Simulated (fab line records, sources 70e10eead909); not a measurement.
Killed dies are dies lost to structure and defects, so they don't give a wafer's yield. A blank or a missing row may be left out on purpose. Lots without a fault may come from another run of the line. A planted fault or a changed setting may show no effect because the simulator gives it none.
Which tool did it? | flow nand_harc | 12 lots, 36 wafers sampled, at 6 steps of a route of 1302

WHAT THE GAUGES READ, wafer by wafer
NHARC_P_GATE_CD_MEAS_33.
lot  | measured     | on        | cd_nm (nm)
L528 | day 5 09:27  | cd_sem-01 | 123.7 120.5 118.9
L529 | day 5 22:14  | cd_sem-02 | 122.2 121.0 123.2
L531 | day 6 14:40  | cd_sem-03 | 117.5 119.7 121.3
L532 | day 7 01:14  | cd_sem-01 | 122.5 122.9 119.0
L533 | day 7 17:23  | cd_sem-02 | 117.5 119.6 117.4
L534 | day 8 00:43  | cd_sem-03 | 116.6 115.0 115.7
L535 | day 8 08:52  | cd_sem-03 | 121.8 118.0 119.9
L536 | day 8 23:56  | cd_sem-02 | 119.1 117.6 118.1
L537 | day 9 07:31  | cd_sem-01 | 119.7 118.7 123.4
L539 | day 9 20:47  | cd_sem-03 | 120.4 120.7 123.0
L540 | day 10 09:13 | cd_sem-01 | 121.9 122.5 122.3
L542 | day 11 11:11 | cd_sem-02 | 120.3 122.7 120.7

NHARC_P_GATE_CD_MEAS_46: target cd 720 nm.
lot  | measured     | on        | cd_nm (nm)
L528 | day 5 20:23  | cd_sem-02 | 718.8 718.1 720.7
L529 | day 6 09:11  | cd_sem-02 | 723.3 722.6 719.9
L531 | day 7 01:34  | cd_sem-03 | 717.7 718.9 719.6
L532 | day 7 12:04  | cd_sem-02 | 720.3 719.8 719.7
L533 | day 8 04:18  | cd_sem-02 | 719.4 719.2 721.2
L534 | day 8 11:42  | cd_sem-01 | 717.1 718.0 720.7
L535 | day 8 19:53  | cd_sem-01 | 718.2 719.6 720.2
L536 | day 9 10:53  | cd_sem-03 | 717.8 719.3 716.0
L537 | day 9 18:32  | cd_sem-02 | 718.1 720.5 721.3
L539 | day 10 07:41 | cd_sem-01 | 720.6 718.0 722.2
L540 | day 10 20:14 | cd_sem-02 | 721.5 719.7 720.6
L542 | day 11 22:01 | cd_sem-02 | - - -

NHARC_END_SORT_01.
lot  | measured     | on        | killed_at_array | killed_at_other | killed_at_periphery | killed_dies | killed_open | killed_short
L536 | day 28 07:16 | prober-01 | 56 64 60        | 0 0 0           | 0 3 2               | 56 67 62    | 1 7 3       | 5 2 2
L540 | day 29 03:23 | prober-02 | 78 96           | 0 0             | 12 5                | 90 101      | 5 2         | 1 2
L542 | day 30 19:26 | prober-01 | 36 59 43        | 3 4 3           | 638 614 631         | 677 677 677 | 0 0 4       | 1 3 3

WHICH TOOL RAN EACH LOT (tool, then ch and the chambers of the sampled wafers, then the start)
lot  | NHARC_P_GATE_ETCHBACK_37                      | NHARC_P_GATE_EXPOSE_43            | NHARC_P_GATE_STRIP_112
L528 | rie_diel-09 ch 1,2, day 5 20:13 or earlier    | krf_scanner-03 ch 0, day 5 20:13  | plasma_asher-01 ch 0,1, day 5 22:42
L529 | rie_diel-09 ch 0,2,3, day 6 09:02 or earlier  | krf_scanner-03 ch 0, day 6 09:02  | plasma_asher-02 ch 0,1, day 6 11:30
L531 | rie_diel-13 ch 1,2,3, day 7 01:25 or earlier  | krf_scanner-01 ch 0, day 7 01:25  | plasma_asher-02 ch 1, day 7 03:47
L532 | rie_diel-13 ch 0,1,2, day 7 11:54 or earlier  | krf_scanner-01 ch 0, day 7 11:54  | plasma_asher-01 ch 0,1, day 7 14:30
L533 | rie_diel-02 ch 0,1,3, day 8 04:09 or earlier  | krf_scanner-01 ch 0, day 8 04:09  | plasma_asher-01 ch 0,1, day 8 06:41
L534 | rie_diel-09 ch 0,1,3, day 8 11:32 or earlier  | krf_scanner-04 ch 0, day 8 11:32  | plasma_asher-02 ch 0,1, day 8 14:03
L535 | rie_diel-09 ch 0,2,3, day 8 19:44 or earlier  | krf_scanner-01 ch 0, day 8 19:44  | plasma_asher-02 ch 0,1, day 8 22:16
L536 | rie_diel-02 ch 0,1,3, day 9 10:44 or earlier  | krf_scanner-03 ch 0, day 9 10:44  | plasma_asher-02 ch 0,1, day 9 13:10
L537 | rie_diel-02 ch 1,2,3, day 9 18:23 or earlier  | krf_scanner-01 ch 0, day 9 18:23  | plasma_asher-01 ch 1, day 9 20:52
L539 | rie_diel-09 ch 0,1,2, day 10 07:32 or earlier | krf_scanner-01 ch 0, day 10 07:32 | plasma_asher-02 ch 0,1, day 10 09:59
L540 | rie_diel-02 ch 0,1, day 10 20:05 or earlier   | krf_scanner-04 ch 0, day 10 20:05 | plasma_asher-02 ch 0,1, day 10 22:33
L542 | rie_diel-02 ch 1,2, day 11 21:52 or earlier   | krf_scanner-03 ch 0, day 11 21:52 | plasma_asher-02 ch 0,1, day 12 00:23
- NHARC_P_GATE_ETCHBACK_37: etches the open film in CHF3/O2, target depth 34.5 nm, time 17.2 s.
- NHARC_P_GATE_EXPOSE_43: exposes mask P NSD, target cd 720 nm.
- NHARC_P_GATE_STRIP_112: strips in N2/H2, time 200 s.

WHAT THE TOOLS THEMSELVES READ (means of the sampled wafers that have a number; where no wafer has one, the mark that the record gives instead)
NHARC_P_GATE_ETCHBACK_37.
lot  | tool        | drypump_motor_current_A (A) | oes_product_au (a.u.) | rf_vpp_V (V) | showerhead_plenum_p_Torr (Torr) | throttle_valve_pct (%)
L528 | rie_diel-09 | 6.1                         | 1.000                 | 371.4        | 2.45                            | 20.574
L529 | rie_diel-09 | 6.3                         | 0.924                 | 369.7        | 2.36                            | 20.571
L531 | rie_diel-13 | 5.4                         | 0.926                 | 371.6        | 2.49                            | 20.576
L532 | rie_diel-13 | 5.7                         | 0.933                 | 371.3        | 2.45                            | 20.576
L533 | rie_diel-02 | 5.7                         | 0.915                 | 368.1        | 2.31                            | 20.577
L534 | rie_diel-09 | 6.3                         | 0.918                 | 370.0        | 2.37                            | 20.573
L535 | rie_diel-09 | 6.3                         | 0.916                 | 370.1        | 2.36                            | 20.579
L536 | rie_diel-02 | 5.7                         | 0.914                 | 367.8        | 2.31                            | 20.575
L537 | rie_diel-02 | 5.5                         | 0.984                 | 369.8        | 2.40                            | 20.574
L539 | rie_diel-09 | 6.2                         | 0.941                 | 370.4        | 2.40                            | 20.578
L540 | rie_diel-02 | 6.0                         | 0.986                 | 368.7        | 2.32                            | 20.571
L542 | rie_diel-02 | 5.3                         | 0.931                 | 371.3        | 2.41                            | 20.567

NHARC_P_GATE_EXPOSE_43.
lot  | tool           | exposure_dose_mJ_cm2
L528 | krf_scanner-03 | 14.817
L529 | krf_scanner-03 | 14.815
L531 | krf_scanner-01 | 14.805
L532 | krf_scanner-01 | 14.790
L533 | krf_scanner-01 | 14.813
L534 | krf_scanner-04 | 14.795
L535 | krf_scanner-01 | 14.833
L536 | krf_scanner-03 | 14.811
L537 | krf_scanner-01 | 14.817
L539 | krf_scanner-01 | 14.818
L540 | krf_scanner-04 | 14.804
L542 | krf_scanner-03 | 14.820

NHARC_P_GATE_STRIP_112.
lot  | tool            | drypump_motor_current_A (A) | heater_power_w (W)
L528 | plasma_asher-01 | 6.06                        | 83
L529 | plasma_asher-02 | 6.42                        | 101
L531 | plasma_asher-02 | 6.47                        | 103
L532 | plasma_asher-01 | 5.96                        | 84
L533 | plasma_asher-01 | 6.07                        | 81
L534 | plasma_asher-02 | 6.40                        | 101
L535 | plasma_asher-02 | 6.36                        | 99
L536 | plasma_asher-02 | 6.34                        | 98
L537 | plasma_asher-01 | 6.16                        | 79
L539 | plasma_asher-02 | 6.42                        | 101
L540 | plasma_asher-02 | 6.41                        | 100
L542 | plasma_asher-02 | 6.42                        | 97

THE ANSWER, worked out from the rows above alone
Rule: what is usual is taken from the lots themselves. Put in order of their means at a reading, lots are off if they are a third of the lots or fewer, leave a main group of 4 or more, and stand apart from it by a gap of 3 or more times the standard deviation of the main group's means; of several such gaps the widest counts. A main group whose means are all the same, to the digits that the tables above print for the reading, isn't used. A lot without any number at a reading at which 4 lots or more have one is off too. The other lots that the step has rows for count as sound. The gauges are gone through in route order, then the tools' own readings, and for those a lot's mean is taken as printed above. The first step at which some lot is off is used, and at that step the reading that is off furthest; a lot without a number counts as furthest.
Off: L542, at NHARC_P_GATE_CD_MEAS_46 (cd_nm). Without a number there: L542. The main group: mean 719.7 nm, standard deviation 1.1.
A tool fits if, at a process step before that reading, it ran every lot that is off, and no sound lot after the first of them. The gauges at NHARC_P_GATE_CD_MEAS_46 are tried like those tools. NHARC_P_GATE_ETCHBACK_37 gives no start for some lots, so the hours and the order of its lots are those of NHARC_P_GATE_EXPOSE_43. Can't be told from this: 3 tools fit, rie_diel-02 at NHARC_P_GATE_ETCHBACK_37, krf_scanner-03 at NHARC_P_GATE_EXPOSE_43, cd_sem-02 at NHARC_P_GATE_CD_MEAS_46.

WHAT THE SIMULATOR HAD PUT IN
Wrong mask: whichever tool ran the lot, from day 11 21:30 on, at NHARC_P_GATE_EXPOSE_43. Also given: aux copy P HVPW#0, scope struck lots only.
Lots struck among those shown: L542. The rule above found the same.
